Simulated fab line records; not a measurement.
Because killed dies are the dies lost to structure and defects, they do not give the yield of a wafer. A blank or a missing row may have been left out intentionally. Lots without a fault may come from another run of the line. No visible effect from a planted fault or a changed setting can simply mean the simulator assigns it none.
Matching of chambers || flow n5Finfet || rieDiel-04 running N5_DUMMY_GATE_STRIP_48: 4 sister chambers
The step strips in N2/H2, time 20 s. 22 wafers are shown with their chamber, then 11 later ones without.

## EACH WAFER AND ITS CHAMBER
{"wafer": "L075.3", "chamber": 0, "drypumpMotorCurrentA (A)": 5.7, "showerheadPlenumPTorr (Torr)": 3.40, "throttleValvePct (%)": 12.03}
{"wafer": "L075.4", "chamber": 2, "drypumpMotorCurrentA (A)": 5.9, "showerheadPlenumPTorr (Torr)": 3.32, "throttleValvePct (%)": 12.54}
{"wafer": "L075.6", "chamber": 1, "drypumpMotorCurrentA (A)": 6.4, "showerheadPlenumPTorr (Torr)": 3.47, "throttleValvePct (%)": 12.70}
{"wafer": "L076.1", "chamber": 1, "drypumpMotorCurrentA (A)": 6.4, "showerheadPlenumPTorr (Torr)": 3.47, "throttleValvePct (%)": 12.70}
{"wafer": "L076.5", "chamber": 2, "drypumpMotorCurrentA (A)": 5.9, "showerheadPlenumPTorr (Torr)": 3.32, "throttleValvePct (%)": 12.54}
{"wafer": "L076.6", "chamber": 1, "drypumpMotorCurrentA (A)": 6.4, "showerheadPlenumPTorr (Torr)": 3.47, "throttleValvePct (%)": 12.70}
{"wafer": "L077.2", "chamber": 1, "drypumpMotorCurrentA (A)": 6.4, "showerheadPlenumPTorr (Torr)": 3.47, "throttleValvePct (%)": 12.71}
{"wafer": "L077.3", "chamber": 2, "drypumpMotorCurrentA (A)": 5.9, "showerheadPlenumPTorr (Torr)": 3.32, "throttleValvePct (%)": 12.53}
{"wafer": "L077.6", "chamber": 0, "drypumpMotorCurrentA (A)": 5.7, "showerheadPlenumPTorr (Torr)": 3.39, "throttleValvePct (%)": 12.03}
{"wafer": "L078.1", "chamber": 2, "drypumpMotorCurrentA (A)": 5.9, "showerheadPlenumPTorr (Torr)": 3.32, "throttleValvePct (%)": 12.54}
{"wafer": "L078.2", "chamber": 0, "drypumpMotorCurrentA (A)": 5.7, "showerheadPlenumPTorr (Torr)": 3.39, "throttleValvePct (%)": 12.02}
{"wafer": "L078.4", "chamber": 3, "drypumpMotorCurrentA (A)": 5.3, "showerheadPlenumPTorr (Torr)": 3.46, "throttleValvePct (%)": 12.00}
{"wafer": "L082.4", "chamber": 1, "drypumpMotorCurrentA (A)": 6.4, "showerheadPlenumPTorr (Torr)": 3.46, "throttleValvePct (%)": 12.73}
{"wafer": "L082.5", "chamber": 3, "drypumpMotorCurrentA (A)": 5.3, "showerheadPlenumPTorr (Torr)": 3.46, "throttleValvePct (%)": 12.03}
{"wafer": "L082.6", "chamber": 0, "drypumpMotorCurrentA (A)": 5.7, "showerheadPlenumPTorr (Torr)": 3.39, "throttleValvePct (%)": 12.04}
{"wafer": "L086.3", "chamber": 0, "drypumpMotorCurrentA (A)": 5.7, "showerheadPlenumPTorr (Torr)": 3.38, "throttleValvePct (%)": 12.09}
{"wafer": "L086.4", "chamber": 1, "drypumpMotorCurrentA (A)": 6.4, "showerheadPlenumPTorr (Torr)": 3.46, "throttleValvePct (%)": 12.77}
{"wafer": "L086.5", "chamber": 0, "drypumpMotorCurrentA (A)": 5.7, "showerheadPlenumPTorr (Torr)": 3.38, "throttleValvePct (%)": 12.09}
{"wafer": "L088.3", "chamber": 2, "drypumpMotorCurrentA (A)": 5.9, "showerheadPlenumPTorr (Torr)": 3.31, "throttleValvePct (%)": 11.93}
{"wafer": "L088.4", "chamber": 1, "drypumpMotorCurrentA (A)": 6.3, "showerheadPlenumPTorr (Torr)": 3.45, "throttleValvePct (%)": 12.77}
{"wafer": "L088.5", "chamber": 3, "drypumpMotorCurrentA (A)": 5.2, "showerheadPlenumPTorr (Torr)": 3.45, "throttleValvePct (%)": 12.05}
{"wafer": "L093.1", "chamber": 1, "drypumpMotorCurrentA (A)": 6.4, "showerheadPlenumPTorr (Torr)": 3.45, "throttleValvePct (%)": 12.80}

SIGNATURES (means of the wafers above)
{"reading": "drypumpMotorCurrentA", "chamber 0": 5.700, "chamber 1": 6.388, "chamber 2": 5.900, "chamber 3": 5.267, "scatter within a chamber": 0.0293}
{"reading": "showerheadPlenumPTorr", "chamber 0": 3.3883, "chamber 1": 3.4625, "chamber 2": 3.3180, "chamber 3": 3.4567, "scatter within a chamber": 0.00738}
{"reading": "throttleValvePct", "chamber 0": 12.0500, "chamber 1": 12.7350, "chamber 2": 12.4160, "chamber 3": 12.0267, "scatter within a chamber": 0.132}
Rule: distance of a wafer from a chamber = root of the sum over the readings of ((wafer's reading minus chamber's mean) / reading's scatter) squared. The wafer belongs to the nearest chamber; if the next one is less than 2 further off, it can't be placed. The scatter: the root of (the sum of the squares of (reading less its chamber's mean) over the shown wafers, divided by (wafers less chambers)).

## WAFERS MISSING THEIR CHAMBER
{"wafer": "L093.3", "drypumpMotorCurrentA (A)": 5.3, "showerheadPlenumPTorr (Torr)": 3.45, "throttleValvePct (%)": 12.07}
{"wafer": "L093.4", "drypumpMotorCurrentA (A)": 5.9, "showerheadPlenumPTorr (Torr)": 3.31, "throttleValvePct (%)": 11.95}
{"wafer": "L094.1", "drypumpMotorCurrentA (A)": 5.9, "showerheadPlenumPTorr (Torr)": 3.31, "throttleValvePct (%)": 11.96}
{"wafer": "L094.4", "drypumpMotorCurrentA (A)": 5.7, "showerheadPlenumPTorr (Torr)": 3.38, "throttleValvePct (%)": 12.12}
{"wafer": "L094.6", "drypumpMotorCurrentA (A)": 5.7, "showerheadPlenumPTorr (Torr)": 3.38, "throttleValvePct (%)": 12.13}
{"wafer": "L096.3", "drypumpMotorCurrentA (A)": 6.4, "showerheadPlenumPTorr (Torr)": 3.45, "throttleValvePct (%)": 12.80}
{"wafer": "L096.4", "drypumpMotorCurrentA (A)": 5.3, "showerheadPlenumPTorr (Torr)": 3.44, "throttleValvePct (%)": 12.09}
{"wafer": "L096.5", "drypumpMotorCurrentA (A)": 6.4, "showerheadPlenumPTorr (Torr)": 3.45, "throttleValvePct (%)": 12.80}
{"wafer": "L097.3", "drypumpMotorCurrentA (A)": 5.3, "showerheadPlenumPTorr (Torr)": 3.44, "throttleValvePct (%)": 12.08}
{"wafer": "L097.4", "drypumpMotorCurrentA (A)": 6.4, "showerheadPlenumPTorr (Torr)": 3.45, "throttleValvePct (%)": 12.81}
{"wafer": "L097.6", "drypumpMotorCurrentA (A)": 6.3, "showerheadPlenumPTorr (Torr)": 3.45, "throttleValvePct (%)": 12.81}

## THE CHAMBER EACH PASSED THROUGH
{"wafer": "L093.3", "from the rows above": 3, "in truth": 3}
{"wafer": "L093.4", "from the rows above": 2, "in truth": 2}
{"wafer": "L094.1", "from the rows above": 2, "in truth": 2}
{"wafer": "L094.4", "from the rows above": 0, "in truth": 0}
{"wafer": "L094.6", "from the rows above": 0, "in truth": 0}
{"wafer": "L096.3", "from the rows above": 1, "in truth": 1}
{"wafer": "L096.4", "from the rows above": 3, "in truth": 3}
{"wafer": "L096.5", "from the rows above": 1, "in truth": 1}
{"wafer": "L097.3", "from the rows above": 3, "in truth": 3}
{"wafer": "L097.4", "from the rows above": 1, "in truth": 1}
{"wafer": "L097.6", "from the rows above": 1, "in truth": 1}
Placed correctly: 11 of 11. Can't be placed from these rows: 0. 0 placed wrongly.
